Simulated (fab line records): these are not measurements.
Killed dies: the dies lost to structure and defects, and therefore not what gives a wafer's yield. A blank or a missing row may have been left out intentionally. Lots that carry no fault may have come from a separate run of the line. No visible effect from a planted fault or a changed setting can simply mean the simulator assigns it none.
Split-lot experiment | flow n5 finfet | 39 wafers read across 7 lots, on a route 1938 steps long

## ABOUT THE SPLIT
At N5_BEOL_M14_SPUTTER_43 (material TaN, target thk 15 nm, time 24.19 s), the setting target thk a was moved away from the recipe's 150 angstrom on 12 of the 39 wafers read, by -38.5% to +48.5%. For the rest of the wafers, this setting stayed at what the recipe calls for.

## FROM THE SPLIT TO THE READING: what the file shows between them, 4 steps
- N5_BEOL_M14_SPUTTER_44: material Ta, target thk 15 nm, time 24.19 s
- N5_BEOL_M14_SPUTTER_45: material Cu, target thk 100 nm, time 16.67 s
- N5_BEOL_M14_ECD_47: material Cu, target thk 1248 nm
- N5_BEOL_M14_ANNEAL_48: time 90 s

## THE READING
barrier field endpoint s, in s, at N5_BEOL_M14_CMP_49 (polishes, stops on SiO2, t overpolish 5.2 s, target thk 560 nm). A value of 11.30 s with a standard deviation of 0.27 s is what fault-free wafers of this fab line usually give.

wafer  | tool, chamber at the split | target thk a as run, angstrom | against the recipe | barrier field endpoint s, s | against lot-mates on the recipe
L077.4 | pvd sputter-01, -          | 150                           | recipe             | 11.43                       | -
L077.2 | pvd sputter-01, -          | 150                           | recipe             | 11.27                       | -
L077.1 | pvd sputter-01, -          | 150                           | recipe             | 11.35                       | -
L077.3 | pvd sputter-01, -          | 150                           | recipe             | 11.39                       | -
L077.5 | pvd sputter-01, -          | 150                           | recipe             | 11.38                       | -
L077.6 | pvd sputter-01, -          | 150                           | recipe             | 11.20                       | -
L089.1 | pvd sputter-03, -          | 150                           | recipe             | 11.28                       | -
L089.3 | pvd sputter-03, -          | 92.31                         | -38.5%             | 9.06                        | -2.09
L089.2 | pvd sputter-03, -          | 92.31                         | -38.5%             | 8.95                        | -2.20
L089.4 | pvd sputter-03, -          | 150                           | recipe             | 11.14                       | -
L089.5 | pvd sputter-03, -          | 92.31                         | -38.5%             | 8.78                        | -2.37
L089.6 | pvd sputter-03, -          | 150                           | recipe             | 11.04                       | -
L091.2 | pvd sputter-01, -          | 150                           | recipe             | 11.59                       | -
L091.3 | pvd sputter-01, -          | 150                           | recipe             | 11.58                       | -
L091.1 | pvd sputter-01, -          | 150                           | recipe             | 11.49                       | -
L091.4 | pvd sputter-01, -          | 150                           | recipe             | 11.44                       | -
L091.5 | pvd sputter-01, -          | 150                           | recipe             | 11.44                       | -
L091.6 | pvd sputter-01, -          | 150                           | recipe             | 11.19                       | -
L094.1 | pvd sputter-02, -          | 150                           | recipe             | 11.20                       | -
L094.4 | pvd sputter-02, -          | 218.7                         | +45.8%             | 13.86                       | +2.81
L094.2 | pvd sputter-02, -          | 150                           | recipe             | 11.07                       | -
L094.3 | pvd sputter-02, -          | 150                           | recipe             | 10.88                       | -
L094.6 | pvd sputter-02, -          | 218.7                         | +45.8%             | 13.41                       | +2.36
L094.5 | pvd sputter-02, -          | 218.7                         | +45.8%             | 13.62                       | +2.57
L093.1 | pvd sputter-01, -          | 150                           | recipe             | 11.74                       | -
L093.3 | pvd sputter-01, -          | 150                           | recipe             | 11.77                       | -
L093.4 | pvd sputter-01, -          | 222.7                         | +48.5%             | 14.58                       | +2.80
L093.2 | pvd sputter-01, -          | 150                           | recipe             | 11.84                       | -
L093.6 | pvd sputter-01, -          | 222.7                         | +48.5%             | 14.88                       | +3.10
L093.5 | pvd sputter-01, -          | 222.7                         | +48.5%             | 14.51                       | +2.73
L095.3 | pvd sputter-02, -          | 150                           | recipe             | 11.44                       | -
L095.4 | pvd sputter-02, -          | 194.1                         | +29.4%             | 12.87                       | +1.54
L095.2 | pvd sputter-02, -          | 150                           | recipe             | 11.24                       | -
L095.1 | pvd sputter-02, -          | 150                           | recipe             | 11.31                       | -
L095.5 | pvd sputter-02, -          | 194.1                         | +29.4%             | 13.10                       | +1.77
L095.6 | pvd sputter-02, -          | 194.1                         | +29.4%             | 13.40                       | +2.07
L097.1 | pvd sputter-03, -          | 150                           | recipe             | 11.01                       | -
L097.3 | pvd sputter-03, -          | 150                           | recipe             | 11.00                       | -
L097.6 | pvd sputter-03, -          | 150                           | recipe             | 10.79                       | -

THE FIT
A straight line over all 39 wafers: barrier field endpoint s changes by +0.0609 s for each +1% of target thk a; r = +0.98; the points scatter about the line by 0.3 s.
The same after taking each lot's own level away (the mean of its wafers on the recipe; 39 wafers): +0.0582 s for each +1%; r = +0.99; scatter 0.14 s.
On that fit, the largest move of target thk a shifts the reading by 2.8 s.
The lots' own levels span 10.933 to 11.783 s, that is 3.1 times the standard deviation above.
The two slopes agree, so the slope changes little with the lot-to-lot level.
Check: for one of the wafers moved furthest among these (+48.5%), held out of the fit, the line's prediction against its lot-mates is +2.83 s. Against them it came out at +2.8 s.

## THE OTHER SPLITS THESE WAFERS WENT THROUGH
Note: prior to the reading, these wafers also went through further splits. Each is held against what the fit with the lots' levels taken away leaves over:
other split on the same wafers    | wafers away from the commonest value | r with barrier field endpoint s (lot level and that fit taken away)
N5_BEOL_M11_TRENCH_ETCH_37 time s | 15                                   | +0.11

## THE WHOLE CHAIN: every reading that the file lists as answering this split, in the file's order
step                   | what it does                                                   | reading                                                                            | change (the file's fit)               | r (the file's)
N5_BEOL_M14_SPUTTER_43 | material TaN, target thk 15 nm, time 24.19 s                   | TaN_of_BEOL_M14_SPUTTER_43.thk nm (the simulator's own value, which no gauge read) | +0.149 nm for each +1% of the setting | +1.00
N5_BEOL_M14_CMP_49     | polishes, stops on SiO2, t overpolish 5.2 s, target thk 560 nm | barrier field endpoint s                                                           | +0.0582 s for each +1% of the setting | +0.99

## FILE'S OWN FIT
barrier field endpoint s changes by +0.0582 s for each +1% of target thk a, r = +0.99.
